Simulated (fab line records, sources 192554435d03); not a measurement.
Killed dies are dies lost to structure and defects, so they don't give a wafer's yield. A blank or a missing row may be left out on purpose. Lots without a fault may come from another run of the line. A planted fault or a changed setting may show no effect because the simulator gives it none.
A struck lot beside a sound one | flow n5_finfet | 29 steps out of a route of 1938
Sound: wafers L633.1, L633.2, L633.4. Struck: wafers L642.1, L642.3. The cause comes at the end.
At each step with rows: each side's tool, then ch and its chambers, then its first start. Under that, the readings that differ: sound wafers | struck wafers | difference of the means | sigmas: that difference in standard deviations of wafers without a fault.
alike: readings whose means differ by less than 2 such deviations, and words and numbers that are the same on both sides. not compared: withheld readings, readings that some wafer has no value for, bounds like >300 that may hide the same value, and numbers for which the record gives no deviation and whose values overlap.
The two part at a step that has a row with sigmas, a row that says differs or no value, or rows on one side only. Numbers that don't overlap but have no deviation are shown without sigmas and don't part them. A reading that every wafer of one side lacks parts them only if that side has two wafers or more.

first, 5 steps without rows for these wafers: N5_BEOL_M12_SOFTBAKE_23 (time 60 s); N5_BEOL_M12_EXPOSE_25 (exposes mask M12); N5_BEOL_M12_PEB_26 (peb time 90 s); N5_BEOL_M12_DEVELOP_27 (develop time 45 s); N5_BEOL_M12_HARDBAKE_32 (time 120 s).
N5_BEOL_M12_CD_MEAS_28: target cd 160.2 nm.
  sound on cd_sem-01 ch 0, day 11 08:33; struck on cd_sem-03 ch 0, day 13 14:13
  alike: cd_nm
N5_BEOL_M12_OVL_MEAS_29:
  sound on overlay-01 ch 0, day 11 08:35; struck on overlay-01 ch 0, day 13 14:15
  alike: M12_OVL
N5_BEOL_M12_INSPECT_30: inspects for defects (macro).
  sound on defect_inspect-02, day 11 08:36; struck on defect_inspect-02, day 13 14:16
  alike: raw_defect_count
N5_BEOL_M12_DESCUM_33: chemistry O2, time 7.9 s.
  sound on rie_diel-01 ch 1,2,3, day 11 08:38; struck on rie_diel-01 ch 0,3, day 13 14:24
  alike: drypump_motor_current_A, oes_product_au, rf_vpp_V, showerhead_plenum_p_Torr, throttle_valve_pct
  not compared: rf_hours_counter_h
N5_BEOL_M12_ETCH_67: etches SiARC in CF4, target depth 143 nm, time 238.3 s.
  sound on rie_diel-01 ch 1,2,3, day 11 08:40; struck on rie_diel-01 ch 0,3, day 13 14:26
  alike: drypump_motor_current_A, etch_rf_on_time_s, oes_product_au, rf_vpp_V, showerhead_plenum_p_Torr, throttle_valve_pct
  not compared: rf_hours_counter_h
N5_BEOL_M12_ETCH_68: etches SOC in N2/H2, time 285 s.
  sound on rie_diel-01 ch 1,2,3, day 11 08:49; struck on rie_diel-01 ch 0,3, day 13 14:35
  alike: drypump_motor_current_A, oes_product_au, rf_vpp_V, showerhead_plenum_p_Torr, throttle_valve_pct
  not compared: rf_hours_counter_h
then, 1 step without rows for these wafers: N5_BEOL_M12_STRIP_69 (strips in N2/H2).
N5_BEOL_M12_TRENCH_ETCH_34: etches SiOC in C4F8/O2/Ar, target depth 318.95 nm, time 125.5 s.
  sound on rie_diel-01 ch 1,2,3, day 11 09:00; struck on rie_diel-01 ch 0,3, day 13 14:46
  alike: drypump_motor_current_A, oes_product_au, rf_vpp_V, showerhead_plenum_p_Torr, throttle_valve_pct
  not compared: rf_hours_counter_h, model.etch.depth_nm
then, 1 step without rows for these wafers: N5_BEOL_M12_STRIP_70 (strips in C4F8/O2/Ar).
N5_BEOL_M12_OCD_MEAS_35:
  sound on ocd-01, day 11 09:10; struck on ocd-02, day 13 14:55
  alike: trench_depth_nm
then, 1 step without rows for these wafers: N5_BEOL_M12_STRIP_37 (strips in N2/H2).
N5_BEOL_M12_ETCH_38: etches SiCN in CF4/N2, target depth 68.7 nm, time 73.4 s.
  sound on rie_diel-05 ch 1,2,3, day 11 13:47; struck on rie_diel-05 ch 0,3, day 13 15:11
  alike: drypump_motor_current_A, oes_product_au, rf_vpp_V, showerhead_plenum_p_Torr, throttle_valve_pct
  not compared: rf_hours_counter_h
then, 4 steps without rows for these wafers: N5_BEOL_M12_PRECLEAN_39 (cleans in residue remover, time 60 s); N5_BEOL_M12_SRD_40 (time 30 s, dry time 30 s); N5_BEOL_M12_DEGAS_41 (time 60 s); N5_BEOL_M12_PRE_CLEAN_42 (time 30 s).
N5_BEOL_M12_SPUTTER_43: material TaN, target thk 15 nm, time 24.19 s.
  sound on pvd_sputter-02, day 11 14:17; struck on pvd_sputter-03, day 13 15:42
  alike: bias_v, throttle_valve_pct
then, 4 steps without rows for these wafers: N5_BEOL_M12_SPUTTER_44 (material Ta, target thk 10 nm, time 16.13 s); N5_BEOL_M12_SPUTTER_45 (material Cu, target thk 80 nm, time 13.33 s); N5_BEOL_M12_ECD_47 (material Cu, target thk 720 nm); N5_BEOL_M12_ANNEAL_48 (time 90 s).
N5_BEOL_M12_CMP_49: polishes, stops on SiOC, t overpolish 20.6 s, target thk 320 nm.
  sound on cmp-04 ch 1,2,3, day 11 15:32; struck on cmp-03 ch 2,3, day 13 17:19
  alike: barrier_field_endpoint_s, motor_current_A, overpolish_run_s, retaining_ring_pressure_frac
  not compared: model.Cu_of_BEOL_M12_ECD_47.thk_nm
N5_BEOL_M12_THK_MEAS_50: measures by xrf.
  sound on film_metro-01, day 11 15:49; struck on film_metro-01, day 13 17:32
  alike: M12_THK
N5_PASSIVATION_PROBE_49:
  the record has rows for the struck wafers here (prober-01, day 15 00:38) and none for the sound ones

WHERE THEY PART
Only at N5_PASSIVATION_PROBE_49, within this record.

WHY: what the simulator had put in
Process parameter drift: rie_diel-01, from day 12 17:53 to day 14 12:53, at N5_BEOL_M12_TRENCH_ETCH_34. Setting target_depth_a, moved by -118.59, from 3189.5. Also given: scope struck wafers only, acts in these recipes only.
